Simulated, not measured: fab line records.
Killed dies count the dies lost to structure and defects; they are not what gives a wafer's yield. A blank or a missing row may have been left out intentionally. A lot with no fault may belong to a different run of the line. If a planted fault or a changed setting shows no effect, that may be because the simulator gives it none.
Matching of chambers :: flow nand-harc :: NHARC_A_CONTACT_ETCH_102 on rie-diel-03 has 4 sister chambers
The step etches the open film in CF4/O2, target depth 100 nm, overetch 10 nm, time 55 s. 14 wafers are shown with their chamber, then 7 later ones without.

## WAFERS WITH THEIR CHAMBER
wafer: L074.1
chamber: 3
showerhead-plenum-p-Torr (Torr): 1.38
drypump-motor-current-A (A): 5.9
rf-vpp-V (V): 199.2

wafer: L074.2
chamber: 2
showerhead-plenum-p-Torr (Torr): 1.39
drypump-motor-current-A (A): 5.4
rf-vpp-V (V): 200.1

wafer: L074.5
chamber: 0
showerhead-plenum-p-Torr (Torr): 1.25
drypump-motor-current-A (A): 5.9
rf-vpp-V (V): 197.0

wafer: L079.2
chamber: 0
showerhead-plenum-p-Torr (Torr): 1.25
drypump-motor-current-A (A): 5.9
rf-vpp-V (V): 195.8

wafer: L079.5
chamber: 0
showerhead-plenum-p-Torr (Torr): 1.25
drypump-motor-current-A (A): 5.9
rf-vpp-V (V): 195.6

wafer: L079.6
chamber: 1
showerhead-plenum-p-Torr (Torr): 1.26
drypump-motor-current-A (A): 5.7
rf-vpp-V (V): 197.2

wafer: L081.1
chamber: 3
showerhead-plenum-p-Torr (Torr): 1.38
drypump-motor-current-A (A): 5.9
rf-vpp-V (V): 197.9

wafer: L081.3
chamber: 1
showerhead-plenum-p-Torr (Torr): 1.26
drypump-motor-current-A (A): 5.7
rf-vpp-V (V): 196.6

wafer: L081.5
chamber: 1
showerhead-plenum-p-Torr (Torr): 1.26
drypump-motor-current-A (A): 5.7
rf-vpp-V (V): 196.1

wafer: L084.1
chamber: 2
showerhead-plenum-p-Torr (Torr): 1.38
drypump-motor-current-A (A): 5.3
rf-vpp-V (V): 199.7

wafer: L084.4
chamber: 3
showerhead-plenum-p-Torr (Torr): 1.38
drypump-motor-current-A (A): 5.9
rf-vpp-V (V): 198.1

wafer: L084.6
chamber: 3
showerhead-plenum-p-Torr (Torr): 1.38
drypump-motor-current-A (A): 5.9
rf-vpp-V (V): 199.6

wafer: L087.2
chamber: 2
showerhead-plenum-p-Torr (Torr): 1.38
drypump-motor-current-A (A): 5.4
rf-vpp-V (V): 197.9

wafer: L087.5
chamber: 3
showerhead-plenum-p-Torr (Torr): 1.38
drypump-motor-current-A (A): 5.9
rf-vpp-V (V): 199.5

SIGNATURES (means of the wafers above)
reading: showerhead-plenum-p-Torr
chamber 0: 1.2500
chamber 1: 1.2600
chamber 2: 1.3833
chamber 3: 1.3800
scatter within a chamber: 0.00258

reading: drypump-motor-current-A
chamber 0: 5.900
chamber 1: 5.700
chamber 2: 5.367
chamber 3: 5.900
scatter within a chamber: 0.0258

reading: rf-vpp-V
chamber 0: 196.133
chamber 1: 196.633
chamber 2: 199.233
chamber 3: 198.860
scatter within a chamber: 0.841
Rule: for a wafer and a chamber, the distance is found by dividing, reading by reading, the gap between the wafer's reading and the chamber's mean by the reading's scatter, squaring, summing and taking the root. If the next closest chamber is less than 2 further off than the closest, the wafer can't be placed; otherwise it belongs to the closest. The scatter is the square root of a quotient: the sum, over the shown wafers, of each reading's squared deviation from its chamber's mean, divided by wafers minus chambers.

## WAFERS WITHOUT THEIR CHAMBER
wafer: L087.6
showerhead-plenum-p-Torr (Torr): 1.25
drypump-motor-current-A (A): 5.9
rf-vpp-V (V): 194.8

wafer: L095.3
showerhead-plenum-p-Torr (Torr): 1.37
drypump-motor-current-A (A): 5.9
rf-vpp-V (V): 199.9

wafer: L095.4
showerhead-plenum-p-Torr (Torr): 1.24
drypump-motor-current-A (A): 6.0
rf-vpp-V (V): 195.4

wafer: L095.5
showerhead-plenum-p-Torr (Torr): 1.26
drypump-motor-current-A (A): 5.7
rf-vpp-V (V): 194.9

wafer: L097.3
showerhead-plenum-p-Torr (Torr): 1.24
drypump-motor-current-A (A): 6.0
rf-vpp-V (V): 195.5

wafer: L097.4
showerhead-plenum-p-Torr (Torr): 1.26
drypump-motor-current-A (A): 5.7
rf-vpp-V (V): 195.0

wafer: L097.6
showerhead-plenum-p-Torr (Torr): 1.37
drypump-motor-current-A (A): 5.4
rf-vpp-V (V): 197.4

## EACH ONE'S CHAMBER
wafer: L087.6
from the rows above: 0
in truth: 0

wafer: L095.3
from the rows above: 3
in truth: 3

wafer: L095.4
from the rows above: 0
in truth: 0

wafer: L095.5
from the rows above: 1
in truth: 1

wafer: L097.3
from the rows above: 0
in truth: 0

wafer: L097.4
from the rows above: 1
in truth: 1

wafer: L097.6
from the rows above: 2
in truth: 2
Correctly placed: 7 of 7. Not placeable from these rows: 0. Placed wrongly: 0.
